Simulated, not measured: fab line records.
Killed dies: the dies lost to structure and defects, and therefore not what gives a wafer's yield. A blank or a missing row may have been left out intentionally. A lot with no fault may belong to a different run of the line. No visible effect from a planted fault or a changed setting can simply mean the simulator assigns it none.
What tool caused it? ; flow n5Finfet ; 69 wafers sampled from 23 lots at 1 step of a route of 1938

## WHAT THE GAUGES SHOWED, per wafer
N5_BEOL_M2_OVL_MEAS_29.
lot;measured;on;V1_OVL (nm)
L075;day 7 03:40;overlay-02;0.1 1.2 -0.5
L076;day 7 03:43;overlay-01;-1.0 -0.8 -1.5
L077;day 7 04:41;overlay-01;-0.8 -0.6 -0.2
L078;day 7 16:50;overlay-02;1.1 0.5 1.0
L079;day 8 04:19;overlay-02;0.2 0.2 0.7
L080;day 8 06:07;overlay-02;0.9 0.6 0.5
L081;day 8 06:13;overlay-02;0.6 0.2 -0.6
L082;day 8 19:25;overlay-01;0.3 -0.7 -0.6
L083;day 8 22:46;overlay-01;-0.1 -0.2 -0.3
L084;day 9 18:04;overlay-02;1.0 1.5 0.8
L085;day 9 21:21;overlay-01;-0.2 -1.0 -1.1
L087;day 10 02:14;overlay-02;1.3 0.7 0.5
L086;day 10 05:38;overlay-01;0.9 0.0 0.7
L088;day 10 05:58;overlay-02;1.1 0.7 1.0
L089;day 10 11:37;overlay-02;1.0 1.0 1.2
L090;day 10 12:38;overlay-02;0.8 -0.4 -0.3
L091;day 11 05:25;overlay-01;-0.3 0.3 0.4
L092;day 11 05:50;overlay-01;0.9 -0.3 0.6
L093;day 11 12:19;overlay-02;-1.3 -0.4 -0.5
L095;day 11 20:20;overlay-02;0.2 0.8 1.7
L094;day 11 20:32;overlay-01;1.7 1.0 0.1
L096;day 12 12:23;overlay-02;1.1 0.4 0.7
L097;day 12 22:02;overlay-02;0.0 0.8 -0.5

## WHICH TOOL RAN EACH LOT (tool, then ch and the chambers of the sampled wafers, then the start)
No process step before these readings appears in the record.

## WHAT THE TOOLS THEMSELVES READ (means of the sampled wafers that have a number; where no wafer has one, the mark that the record gives instead)
The record holds no such reading with a usual standard deviation.

## THE ANSWER, worked out from the rows above alone
Rule: the lots themselves supply what counts as usual. Put in order of their means at a reading, lots are off if they are a third of the lots or fewer, leave a main group of 4 or more, and stand apart from it by a gap of 3 or more times the standard deviation of the main group's means; of several such gaps the widest counts. A main group is skipped when, at the precision printed for the reading in the tables above, its means are all equal. Also off: a lot with no number at a reading for which 4 or more lots have one. The other lots that the step has rows for count as sound. After the gauges, taken in route order, come the tools' own readings; for these a lot's mean is taken, as printed above. At the first step where some lot is off, the reading lying furthest off is the one used; lots without a number count as furthest.
No lot is off on any of the readings shown, so nothing can be concluded from this.

## WHAT WAS PUT IN BY THE SIMULATOR
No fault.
